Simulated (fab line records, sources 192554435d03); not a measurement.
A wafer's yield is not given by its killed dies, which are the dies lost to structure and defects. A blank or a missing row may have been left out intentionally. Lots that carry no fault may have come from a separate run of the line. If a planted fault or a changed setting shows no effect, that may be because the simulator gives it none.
Which tool was responsible? || flow n5_finfet || 19 lots with 57 wafers sampled at 3 steps, on a route of 1938 steps

WHAT THE GAUGES SHOWED, per wafer
N5_FIN_SAQP_CD_MEAS_31: target cd 8 nm. Usual: cd_nm reads 8.12 nm (standard deviation 0.2).
{"lot": "L074", "measured": "day 2 03:30", "on": "cd_sem-02", "cd_nm (nm)": "7.85 7.93 8.41", "flag": ""}
{"lot": "L075", "measured": "day 2 07:31", "on": "cd_sem-02", "cd_nm (nm)": "7.80 7.98 7.83", "flag": ""}
{"lot": "L076", "measured": "day 2 14:09", "on": "cd_sem-02", "cd_nm (nm)": "8.35 7.94 7.79", "flag": ""}
{"lot": "L078", "measured": "day 3 02:29", "on": "cd_sem-02", "cd_nm (nm)": "7.90 8.17 8.35", "flag": ""}
{"lot": "L079", "measured": "day 3 09:41", "on": "cd_sem-02", "cd_nm (nm)": "8.07 8.33 7.95", "flag": ""}
{"lot": "L081", "measured": "day 3 20:30", "on": "cd_sem-03", "cd_nm (nm)": "7.92 8.33 8.40", "flag": ""}
{"lot": "L082", "measured": "day 4 02:37", "on": "cd_sem-01", "cd_nm (nm)": "8.24 8.19 7.95", "flag": ""}
{"lot": "L084", "measured": "day 4 16:11", "on": "cd_sem-02", "cd_nm (nm)": "7.96 8.51 7.96", "flag": ""}
{"lot": "L085", "measured": "day 4 20:22", "on": "cd_sem-01", "cd_nm (nm)": "8.25 8.32 8.06", "flag": ""}
{"lot": "L086", "measured": "day 5 05:26", "on": "cd_sem-01", "cd_nm (nm)": "8.03 8.21 8.19", "flag": ""}
{"lot": "L087", "measured": "day 5 09:10", "on": "cd_sem-03", "cd_nm (nm)": "8.13 8.02 8.12", "flag": ""}
{"lot": "L088", "measured": "day 5 14:06", "on": "cd_sem-02", "cd_nm (nm)": "7.87 8.34 7.81", "flag": ""}
{"lot": "L090", "measured": "day 6 02:03", "on": "cd_sem-02", "cd_nm (nm)": "8.09 8.15 7.98", "flag": ""}
{"lot": "L091", "measured": "day 6 08:04", "on": "cd_sem-03", "cd_nm (nm)": "8.28 8.01 7.90", "flag": ""}
{"lot": "L092", "measured": "day 6 14:58", "on": "cd_sem-01", "cd_nm (nm)": "8.47 8.22 8.15", "flag": ""}
{"lot": "L094", "measured": "day 7 02:49", "on": "cd_sem-03", "cd_nm (nm)": "8.13 8.01 7.91", "flag": ""}
{"lot": "L095", "measured": "day 7 09:13", "on": "cd_sem-02", "cd_nm (nm)": "7.93 8.25 8.06", "flag": ""}
{"lot": "L096", "measured": "day 7 14:28", "on": "cd_sem-03", "cd_nm (nm)": "8.44 8.02 8.15", "flag": ""}
{"lot": "L097", "measured": "day 7 20:27", "on": "cd_sem-02", "cd_nm (nm)": "8.63 8.00 8.15", "flag": ""}

WHICH TOOL RAN EACH LOT (tool, then ch and the chambers of the sampled wafers, then the start)
{"lot": "L074", "N5_FIN_SAQP_SPACER1_ETCHBACK_25": "rie_diel-03 ch 0,1,2, day 2 01:42", "N5_FIN_SAQP_ETCH_69": "rie_diel-04 ch 0,2, day 2 02:40"}
{"lot": "L075", "N5_FIN_SAQP_SPACER1_ETCHBACK_25": "rie_diel-06 ch 1,2,3, day 2 05:43", "N5_FIN_SAQP_ETCH_69": "rie_diel-04 ch 0,3, day 2 06:41"}
{"lot": "L076", "N5_FIN_SAQP_SPACER1_ETCHBACK_25": "rie_diel-04 ch 0,1,3, day 2 12:23", "N5_FIN_SAQP_ETCH_69": "rie_diel-03 ch 0,3, day 2 13:19"}
{"lot": "L078", "N5_FIN_SAQP_SPACER1_ETCHBACK_25": "rie_diel-03 ch 0,1,2, day 3 00:15", "N5_FIN_SAQP_ETCH_69": "rie_diel-04 ch 0,2,3, day 3 01:40"}
{"lot": "L079", "N5_FIN_SAQP_SPACER1_ETCHBACK_25": "rie_diel-03 ch 2,3, day 3 07:19", "N5_FIN_SAQP_ETCH_69": "rie_diel-03 ch 1,2, day 3 08:38"}
{"lot": "L081", "N5_FIN_SAQP_SPACER1_ETCHBACK_25": "rie_diel-04 ch 0,1,2, day 3 18:36", "N5_FIN_SAQP_ETCH_69": "rie_diel-06 ch 0,2,3, day 3 19:35"}
{"lot": "L082", "N5_FIN_SAQP_SPACER1_ETCHBACK_25": "rie_diel-03 ch 1,2,3, day 4 00:45", "N5_FIN_SAQP_ETCH_69": "rie_diel-04 ch 0,3, day 4 01:40"}
{"lot": "L084", "N5_FIN_SAQP_SPACER1_ETCHBACK_25": "rie_diel-03 ch 0,1,3, day 4 14:05", "N5_FIN_SAQP_ETCH_69": "rie_diel-06 ch 0,1, day 4 15:14"}
{"lot": "L085", "N5_FIN_SAQP_SPACER1_ETCHBACK_25": "rie_diel-06 ch 0,2,3, day 4 17:44", "N5_FIN_SAQP_ETCH_69": "rie_diel-03 ch 0,1,3, day 4 19:12"}
{"lot": "L086", "N5_FIN_SAQP_SPACER1_ETCHBACK_25": "rie_diel-06 ch 0,1,2, day 5 01:47", "N5_FIN_SAQP_ETCH_69": "rie_diel-06 ch 0,1,3, day 5 02:42"}
{"lot": "L087", "N5_FIN_SAQP_SPACER1_ETCHBACK_25": "rie_diel-04 ch 1,2,3, day 5 07:07", "N5_FIN_SAQP_ETCH_69": "rie_diel-03 ch 0,1, day 5 08:11"}
{"lot": "L088", "N5_FIN_SAQP_SPACER1_ETCHBACK_25": "rie_diel-03 ch 0,2, day 5 12:06", "N5_FIN_SAQP_ETCH_69": "rie_diel-04 ch 0,1,3, day 5 13:08"}
{"lot": "L090", "N5_FIN_SAQP_SPACER1_ETCHBACK_25": "rie_diel-06 ch 0,1,3, day 6 00:08", "N5_FIN_SAQP_ETCH_69": "rie_diel-03 ch 0,1,2, day 6 01:13"}
{"lot": "L091", "N5_FIN_SAQP_SPACER1_ETCHBACK_25": "rie_diel-03 ch 2,3, day 6 05:50", "N5_FIN_SAQP_ETCH_69": "rie_diel-03 ch 0,2,3, day 6 07:07"}
{"lot": "L092", "N5_FIN_SAQP_SPACER1_ETCHBACK_25": "rie_diel-06 ch 0,2, day 6 12:43", "N5_FIN_SAQP_ETCH_69": "rie_diel-03 ch 1,2,3, day 6 13:43"}
{"lot": "L094", "N5_FIN_SAQP_SPACER1_ETCHBACK_25": "rie_diel-06 ch 1,2, day 7 01:04", "N5_FIN_SAQP_ETCH_69": "rie_diel-03 ch 1,2,3, day 7 01:59"}
{"lot": "L095", "N5_FIN_SAQP_SPACER1_ETCHBACK_25": "rie_diel-04 ch 1,2, day 7 07:13", "N5_FIN_SAQP_ETCH_69": "rie_diel-03 ch 0,2, day 7 08:16"}
{"lot": "L096", "N5_FIN_SAQP_SPACER1_ETCHBACK_25": "rie_diel-04 ch 1,2, day 7 12:43", "N5_FIN_SAQP_ETCH_69": "rie_diel-04 ch 0,1,3, day 7 13:38"}
{"lot": "L097", "N5_FIN_SAQP_SPACER1_ETCHBACK_25": "rie_diel-03 ch 0,1,3, day 7 18:18", "N5_FIN_SAQP_ETCH_69": "rie_diel-03 ch 1,3, day 7 19:37"}
- N5_FIN_SAQP_SPACER1_ETCHBACK_25: etches SiO2 in CHF3/O2, target depth 24.4 nm, time 12.2 s.
- N5_FIN_SAQP_ETCH_69: etches SOC in N2/H2, stops on SiNx, target depth 150 nm.

AS READ BY THE TOOLS THEMSELVES (means over the sampled wafers that have a number; for cases with no such wafer, the mark the record gives instead)
N5_FIN_SAQP_SPACER1_ETCHBACK_25. Usual: bias_w 170.1 W, standard deviation 0.54; drypump_motor_current_A 5.7 A, standard deviation 0.68; oes_product_au 0.80 a.u., standard deviation 0.1; rf_vpp_V 521 V, standard deviation 9.9; showerhead_plenum_p_Torr 2.36 Torr, standard deviation 0.058; throttle_valve_pct 18.97 %, standard deviation 0.24.
{"lot": "L074", "tool": "rie_diel-03", "bias_w (W)": 170.4, "drypump_motor_current_A (A)": 5.5, "oes_product_au (a.u.)": 0.70, "rf_vpp_V (V)": 521, "showerhead_plenum_p_Torr (Torr)": 2.39, "throttle_valve_pct (%)": 19.09, "flag": ""}
{"lot": "L075", "tool": "rie_diel-06", "bias_w (W)": 170.3, "drypump_motor_current_A (A)": 5.6, "oes_product_au (a.u.)": 0.79, "rf_vpp_V (V)": 520, "showerhead_plenum_p_Torr (Torr)": 2.35, "throttle_valve_pct (%)": 19.01, "flag": ""}
{"lot": "L076", "tool": "rie_diel-04", "bias_w (W)": 170.6, "drypump_motor_current_A (A)": 5.8, "oes_product_au (a.u.)": 0.92, "rf_vpp_V (V)": 517, "showerhead_plenum_p_Torr (Torr)": 2.36, "throttle_valve_pct (%)": 18.78, "flag": ""}
{"lot": "L078", "tool": "rie_diel-03", "bias_w (W)": 169.7, "drypump_motor_current_A (A)": 5.4, "oes_product_au (a.u.)": 0.70, "rf_vpp_V (V)": 519, "showerhead_plenum_p_Torr (Torr)": 2.39, "throttle_valve_pct (%)": 19.11, "flag": ""}
{"lot": "L079", "tool": "rie_diel-03", "bias_w (W)": 169.7, "drypump_motor_current_A (A)": 5.9, "oes_product_au (a.u.)": 0.69, "rf_vpp_V (V)": 533, "showerhead_plenum_p_Torr (Torr)": 2.32, "throttle_valve_pct (%)": 18.98, "flag": ""}
{"lot": "L081", "tool": "rie_diel-04", "bias_w (W)": 170.0, "drypump_motor_current_A (A)": 5.8, "oes_product_au (a.u.)": 0.82, "rf_vpp_V (V)": 514, "showerhead_plenum_p_Torr (Torr)": 2.36, "throttle_valve_pct (%)": 18.81, "flag": ""}
{"lot": "L082", "tool": "rie_diel-03", "bias_w (W)": 170.5, "drypump_motor_current_A (A)": 6.0, "oes_product_au (a.u.)": 0.69, "rf_vpp_V (V)": 523, "showerhead_plenum_p_Torr (Torr)": 2.32, "throttle_valve_pct (%)": 19.01, "flag": ""}
{"lot": "L084", "tool": "rie_diel-03", "bias_w (W)": 169.7, "drypump_motor_current_A (A)": 6.0, "oes_product_au (a.u.)": 0.79, "rf_vpp_V (V)": 519, "showerhead_plenum_p_Torr (Torr)": 2.36, "throttle_valve_pct (%)": 19.08, "flag": ""}
{"lot": "L085", "tool": "rie_diel-06", "bias_w (W)": 169.8, "drypump_motor_current_A (A)": 5.7, "oes_product_au (a.u.)": 0.78, "rf_vpp_V (V)": 520, "showerhead_plenum_p_Torr (Torr)": 2.35, "throttle_valve_pct (%)": 19.05, "flag": ""}
{"lot": "L086", "tool": "rie_diel-06", "bias_w (W)": 170.2, "drypump_motor_current_A (A)": 5.1, "oes_product_au (a.u.)": 0.83, "rf_vpp_V (V)": 523, "showerhead_plenum_p_Torr (Torr)": 2.34, "throttle_valve_pct (%)": 18.95, "flag": ""}
{"lot": "L087", "tool": "rie_diel-04", "bias_w (W)": 170.2, "drypump_motor_current_A (A)": 5.9, "oes_product_au (a.u.)": 0.83, "rf_vpp_V (V)": 514, "showerhead_plenum_p_Torr (Torr)": 2.38, "throttle_valve_pct (%)": 18.92, "flag": ""}
{"lot": "L088", "tool": "rie_diel-03", "bias_w (W)": 170.5, "drypump_motor_current_A (A)": 4.9, "oes_product_au (a.u.)": 0.97, "rf_vpp_V (V)": 530, "showerhead_plenum_p_Torr (Torr)": 2.39, "throttle_valve_pct (%)": 18.56, "flag": ""}
{"lot": "L090", "tool": "rie_diel-06", "bias_w (W)": 170.6, "drypump_motor_current_A (A)": 5.6, "oes_product_au (a.u.)": 0.80, "rf_vpp_V (V)": 525, "showerhead_plenum_p_Torr (Torr)": 2.36, "throttle_valve_pct (%)": 19.00, "flag": ""}
{"lot": "L091", "tool": "rie_diel-03", "bias_w (W)": 169.7, "drypump_motor_current_A (A)": 5.9, "oes_product_au (a.u.)": 0.97, "rf_vpp_V (V)": 538, "showerhead_plenum_p_Torr (Torr)": 2.50, "throttle_valve_pct (%)": 18.57, "flag": ""}
{"lot": "L092", "tool": "rie_diel-06", "bias_w (W)": 170.0, "drypump_motor_current_A (A)": 5.2, "oes_product_au (a.u.)": 0.81, "rf_vpp_V (V)": 523, "showerhead_plenum_p_Torr (Torr)": 2.35, "throttle_valve_pct (%)": 18.99, "flag": ""}
{"lot": "L094", "tool": "rie_diel-06", "bias_w (W)": 170.4, "drypump_motor_current_A (A)": 5.0, "oes_product_au (a.u.)": 0.80, "rf_vpp_V (V)": 523, "showerhead_plenum_p_Torr (Torr)": 2.33, "throttle_valve_pct (%)": 18.96, "flag": ""}
{"lot": "L095", "tool": "rie_diel-04", "bias_w (W)": 170.2, "drypump_motor_current_A (A)": 5.9, "oes_product_au (a.u.)": 0.76, "rf_vpp_V (V)": 511, "showerhead_plenum_p_Torr (Torr)": 2.37, "throttle_valve_pct (%)": 18.96, "flag": ""}
{"lot": "L096", "tool": "rie_diel-04", "bias_w (W)": 169.7, "drypump_motor_current_A (A)": 5.9, "oes_product_au (a.u.)": 0.76, "rf_vpp_V (V)": 512, "showerhead_plenum_p_Torr (Torr)": 2.37, "throttle_valve_pct (%)": 18.96, "flag": ""}
{"lot": "L097", "tool": "rie_diel-03", "bias_w (W)": 169.8, "drypump_motor_current_A (A)": 6.0, "oes_product_au (a.u.)": 0.83, "rf_vpp_V (V)": 521, "showerhead_plenum_p_Torr (Torr)": 2.45, "throttle_valve_pct (%)": 18.98, "flag": ""}

N5_FIN_SAQP_ETCH_69. Usual: value, then standard deviation, for each; bias_w 60.99 W / 0.2; drypump_motor_current_A 5.7 A / 0.65; h2_flow_sccm 200.0 sccm / 0.67; oes_product_au 0.82 a.u. / 0.1; rf_vpp_V 240.1 V / 1.3; showerhead_plenum_p_Torr 2.50 Torr / 0.072; throttle_valve_pct 17.84 % / 0.24.
{"lot": "L074", "tool": "rie_diel-04", "bias_w (W)": 61.05, "drypump_motor_current_A (A)": 5.6, "h2_flow_sccm (sccm)": 200.1, "oes_product_au (a.u.)": 0.77, "rf_vpp_V (V)": 240.2, "showerhead_plenum_p_Torr (Torr)": 2.49, "throttle_valve_pct (%)": 17.83, "flag": ""}
{"lot": "L075", "tool": "rie_diel-04", "bias_w (W)": 60.87, "drypump_motor_current_A (A)": 5.6, "h2_flow_sccm (sccm)": 200.4, "oes_product_au (a.u.)": 0.89, "rf_vpp_V (V)": 239.6, "showerhead_plenum_p_Torr (Torr)": 2.47, "throttle_valve_pct (%)": 17.78, "flag": ""}
{"lot": "L076", "tool": "rie_diel-03", "bias_w (W)": 60.94, "drypump_motor_current_A (A)": 6.0, "h2_flow_sccm (sccm)": 199.6, "oes_product_au (a.u.)": 0.68, "rf_vpp_V (V)": 240.0, "showerhead_plenum_p_Torr (Torr)": 2.46, "throttle_valve_pct (%)": 17.99, "flag": ""}
{"lot": "L078", "tool": "rie_diel-04", "bias_w (W)": 60.96, "drypump_motor_current_A (A)": 5.7, "h2_flow_sccm (sccm)": 199.4, "oes_product_au (a.u.)": 0.81, "rf_vpp_V (V)": 240.8, "showerhead_plenum_p_Torr (Torr)": 2.49, "throttle_valve_pct (%)": 17.87, "flag": ""}
{"lot": "L079", "tool": "rie_diel-03", "bias_w (W)": 61.15, "drypump_motor_current_A (A)": 6.0, "h2_flow_sccm (sccm)": 200.2, "oes_product_au (a.u.)": 0.70, "rf_vpp_V (V)": 239.0, "showerhead_plenum_p_Torr (Torr)": 2.47, "throttle_valve_pct (%)": 18.11, "flag": ""}
{"lot": "L081", "tool": "rie_diel-06", "bias_w (W)": 60.95, "drypump_motor_current_A (A)": 5.8, "h2_flow_sccm (sccm)": 199.5, "oes_product_au (a.u.)": 0.78, "rf_vpp_V (V)": 240.5, "showerhead_plenum_p_Torr (Torr)": 2.48, "throttle_valve_pct (%)": 18.00, "flag": ""}
{"lot": "L082", "tool": "rie_diel-04", "bias_w (W)": 61.04, "drypump_motor_current_A (A)": 5.6, "h2_flow_sccm (sccm)": 199.7, "oes_product_au (a.u.)": 0.81, "rf_vpp_V (V)": 239.8, "showerhead_plenum_p_Torr (Torr)": 2.46, "throttle_valve_pct (%)": 17.80, "flag": ""}
{"lot": "L084", "tool": "rie_diel-06", "bias_w (W)": 61.05, "drypump_motor_current_A (A)": 5.0, "h2_flow_sccm (sccm)": 199.4, "oes_product_au (a.u.)": 0.86, "rf_vpp_V (V)": 239.5, "showerhead_plenum_p_Torr (Torr)": 2.48, "throttle_valve_pct (%)": 17.81, "flag": ""}
{"lot": "L085", "tool": "rie_diel-03", "bias_w (W)": 60.90, "drypump_motor_current_A (A)": 6.0, "h2_flow_sccm (sccm)": 200.1, "oes_product_au (a.u.)": 0.78, "rf_vpp_V (V)": 239.3, "showerhead_plenum_p_Torr (Torr)": 2.47, "throttle_valve_pct (%)": 17.99, "flag": ""}
{"lot": "L086", "tool": "rie_diel-06", "bias_w (W)": 61.03, "drypump_motor_current_A (A)": 5.6, "h2_flow_sccm (sccm)": 199.6, "oes_product_au (a.u.)": 0.80, "rf_vpp_V (V)": 239.5, "showerhead_plenum_p_Torr (Torr)": 2.49, "throttle_valve_pct (%)": 17.92, "flag": ""}
{"lot": "L087", "tool": "rie_diel-03", "bias_w (W)": 61.25, "drypump_motor_current_A (A)": 5.5, "h2_flow_sccm (sccm)": 199.5, "oes_product_au (a.u.)": 0.85, "rf_vpp_V (V)": 241.3, "showerhead_plenum_p_Torr (Torr)": 2.54, "throttle_valve_pct (%)": 17.96, "flag": ""}
{"lot": "L088", "tool": "rie_diel-04", "bias_w (W)": 60.84, "drypump_motor_current_A (A)": 5.8, "h2_flow_sccm (sccm)": 199.9, "oes_product_au (a.u.)": 0.84, "rf_vpp_V (V)": 239.3, "showerhead_plenum_p_Torr (Torr)": 2.47, "throttle_valve_pct (%)": 17.73, "flag": ""}
{"lot": "L090", "tool": "rie_diel-03", "bias_w (W)": 60.98, "drypump_motor_current_A (A)": 5.5, "h2_flow_sccm (sccm)": 200.8, "oes_product_au (a.u.)": 0.85, "rf_vpp_V (V)": 240.2, "showerhead_plenum_p_Torr (Torr)": 2.51, "throttle_valve_pct (%)": 17.87, "flag": ""}
{"lot": "L091", "tool": "rie_diel-03", "bias_w (W)": 61.02, "drypump_motor_current_A (A)": 5.4, "h2_flow_sccm (sccm)": 200.3, "oes_product_au (a.u.)": 0.94, "rf_vpp_V (V)": 241.4, "showerhead_plenum_p_Torr (Torr)": 2.60, "throttle_valve_pct (%)": 17.55, "flag": ""}
{"lot": "L092", "tool": "rie_diel-03", "bias_w (W)": 61.23, "drypump_motor_current_A (A)": 6.0, "h2_flow_sccm (sccm)": 199.8, "oes_product_au (a.u.)": 0.85, "rf_vpp_V (V)": 241.3, "showerhead_plenum_p_Torr (Torr)": 2.55, "throttle_valve_pct (%)": 17.71, "flag": ""}
{"lot": "L094", "tool": "rie_diel-03", "bias_w (W)": 61.10, "drypump_motor_current_A (A)": 6.0, "h2_flow_sccm (sccm)": 199.8, "oes_product_au (a.u.)": 0.84, "rf_vpp_V (V)": 240.8, "showerhead_plenum_p_Torr (Torr)": 2.55, "throttle_valve_pct (%)": 17.72, "flag": ""}
{"lot": "L095", "tool": "rie_diel-03", "bias_w (W)": 61.10, "drypump_motor_current_A (A)": 4.9, "h2_flow_sccm (sccm)": 200.7, "oes_product_au (a.u.)": 0.89, "rf_vpp_V (V)": 241.0, "showerhead_plenum_p_Torr (Torr)": 2.56, "throttle_valve_pct (%)": 17.74, "flag": ""}
{"lot": "L096", "tool": "rie_diel-04", "bias_w (W)": 60.91, "drypump_motor_current_A (A)": 5.8, "h2_flow_sccm (sccm)": 200.4, "oes_product_au (a.u.)": 0.82, "rf_vpp_V (V)": 240.2, "showerhead_plenum_p_Torr (Torr)": 2.46, "throttle_valve_pct (%)": 17.75, "flag": ""}
{"lot": "L097", "tool": "rie_diel-03", "bias_w (W)": 61.07, "drypump_motor_current_A (A)": 6.5, "h2_flow_sccm (sccm)": 199.9, "oes_product_au (a.u.)": 0.83, "rf_vpp_V (V)": 242.0, "showerhead_plenum_p_Torr (Torr)": 2.60, "throttle_valve_pct (%)": 17.70, "flag": ""}

THE ANSWER, worked out from the rows above alone
Rule: a lot counts as off when the mean over its wafers that have a number is more than 3 standard deviations away from the usual mean. A lot without any number at a reading at which 4 lots or more have one is off too. The other lots that the step has rows for count as sound. Order of review: gauges by route order, followed by the tools' own readings, for which a lot's mean as printed above is used. At the first step where some lot is off, the reading lying furthest off is the one used; lots without a number count as furthest.
No lot is off at any reading shown: from this, nothing can be told.

WHAT THE SIMULATOR HAD PUT IN
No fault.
